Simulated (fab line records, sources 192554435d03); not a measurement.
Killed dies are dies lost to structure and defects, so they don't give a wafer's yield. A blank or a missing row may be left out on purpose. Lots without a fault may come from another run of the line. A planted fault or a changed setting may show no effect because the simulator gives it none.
A struck lot beside a sound one | flow n5_finfet | 36 steps out of a route of 1938
Sound: wafers L344.3, L344.4, L344.6. Struck: wafers L338.2, L338.4, L338.5. The cause comes at the end.
At each step with rows: each side's tool, then ch and its chambers, then its first start. Under that, the readings that differ: sound wafers | struck wafers | difference of the means | sigmas: that difference in standard deviations of wafers without a fault.
alike: readings whose means differ by less than 2 such deviations, and words and numbers that are the same on both sides. not compared: withheld readings, readings that some wafer has no value for, bounds like >300 that may hide the same value, and numbers for which the record gives no deviation and whose values overlap.
The two part at a step that has a row with sigmas, a row that says differs or no value, or rows on one side only. Numbers that don't overlap but have no deviation are shown without sigmas and don't part them. A reading that every wafer of one side lacks parts them only if that side has two wafers or more.

first, 11 steps without rows for these wafers: N5_BEOL_M5_SRD_43 (time 30 s); N5_BEOL_M5_CURE_80 (cures SiCOH lowk, time 120 s); N5_BEOL_M5_DEGAS_44 (time 60 s); N5_BEOL_M5_PRE_CLEAN_45 (time 30 s); N5_BEOL_M5_ALD_86 (deposits TaN, pulse time 2 s, purge time 3 s, co reactant purge time 2 s); N5_BEOL_M5_SURFACE_TREAT_87; N5_BEOL_M5_CVD_47 (deposits Co from CCTBA/H2, target thk 3 nm, time 216 s); N5_BEOL_M5_SPUTTER_48 (material Cu, target thk 15 nm, time 27.62 s); N5_BEOL_M5_ANNEAL_49 (time 1800 s); N5_BEOL_M5_SPUTTER_81 (material Cu, target thk 15 nm, time 27.62 s); N5_BEOL_M5_ANNEAL_82 (time 1800 s).
N5_BEOL_M5_SPUTTER_83: material Cu, target thk 15 nm, time 27.62 s.
  sound on pvd_sputter-03, day 12 20:52; struck on pvd_sputter-02, day 10 20:36
  alike: chamber_pressure_pa, chuck_sensor_temp_C, substrate_temp_c, throttle_valve_pct
then, 23 steps without rows for these wafers: N5_BEOL_M5_ANNEAL_84 (time 1800 s); N5_BEOL_M5_SPUTTER_88 (material Cu, target thk 15 nm, time 27.62 s); N5_BEOL_M5_ANNEAL_89 (time 1800 s); N5_BEOL_M5_SPUTTER_90 (material Cu, target thk 4.5 nm, time 8.29 s); N5_BEOL_M5_ECD_50 (material Cu, target thk 300 nm); N5_BEOL_M5_ANNEAL_51 (time 90 s); N5_BEOL_M5_CMP_52 (polishes, stops on SiCOH lowk, t overpolish 6.9 s, target thk 62 nm); N5_BEOL_M5_PRE_CLEAN_77 (time 15 s); N5_BEOL_M5_CO_CAP_78 (material Co, precursor CCTBA/H2, target thk 2 nm, time 102.1 s); N5_BEOL_M5_PRE_CLEAN_55 (time 15 s); N5_BEOL_M5_DEP_56 (deposits SiCN from 3MS/NH3, target thk 8 nm, time 14 s); N5_BEOL_M6_ILD_DEP_00 (deposits SiCOH lowk from DEMS/porogen, target thk 179.75 nm, time 33.4 s); N5_BEOL_M6_CURE_74 (cures SiCOH lowk, time 240 s); N5_BEOL_M6_PECVD_70 (deposits SiO2 from TEOS/O2, target thk 20 nm, time 22.7 s); N5_BEOL_M6_HM_DEP_02 (deposits TiN, target thk 20 nm); N5_BEOL_M6_COAT_59 (time 60 s, resist thk 100 nm); N5_BEOL_M6_COAT_60 (time 60 s, resist thk 35 nm); N5_BEOL_M6_COAT_05 (resist thk 90 nm); N5_BEOL_M6_EBR_07; N5_BEOL_M6_SOFTBAKE_06 (time 60 s); N5_BEOL_M6_EXPOSE_08 (exposes mask M6); N5_BEOL_M6_PEB_09 (peb time 60 s); N5_BEOL_M6_DEVELOP_10 (develop time 30 s).
-- the record jumps here: 4 days lie between the struck wafers' starts before and after (it left off in module BEOL_M6 and takes up again in module PASSIVATION, whose first step shown is number 1936 of the route) --
N5_PASSIVATION_PROBE_49:
  sound on prober-01, day 16 14:04; struck on prober-01, day 14 20:13
  reading                 | sound       | struck       | difference | sigmas
  killed_at_M4_up         | 11 8 17     | 67 103 100   | +78        | +15
  killed_at_front_end     | 63 55 58    | 19 30 31     | -32        | -2
  killed_short            | 41 40 51    | 13 33 18     | -23        | -3
  sort_bin_5_function (%) | 6.7 5.3 6.3 | 7.1 10.6 8.6 | +2.7       | +3
  alike: defect_limited_yield, killed_at_M0_to_M3, killed_at_contacts, killed_at_other, killed_dies, killed_open, sort_bin_6_memory, sort_n_pass, sort_yield_pct

WHERE THEY PART
Only at N5_PASSIVATION_PROBE_49, within this record.

WHY: what the simulator had put in
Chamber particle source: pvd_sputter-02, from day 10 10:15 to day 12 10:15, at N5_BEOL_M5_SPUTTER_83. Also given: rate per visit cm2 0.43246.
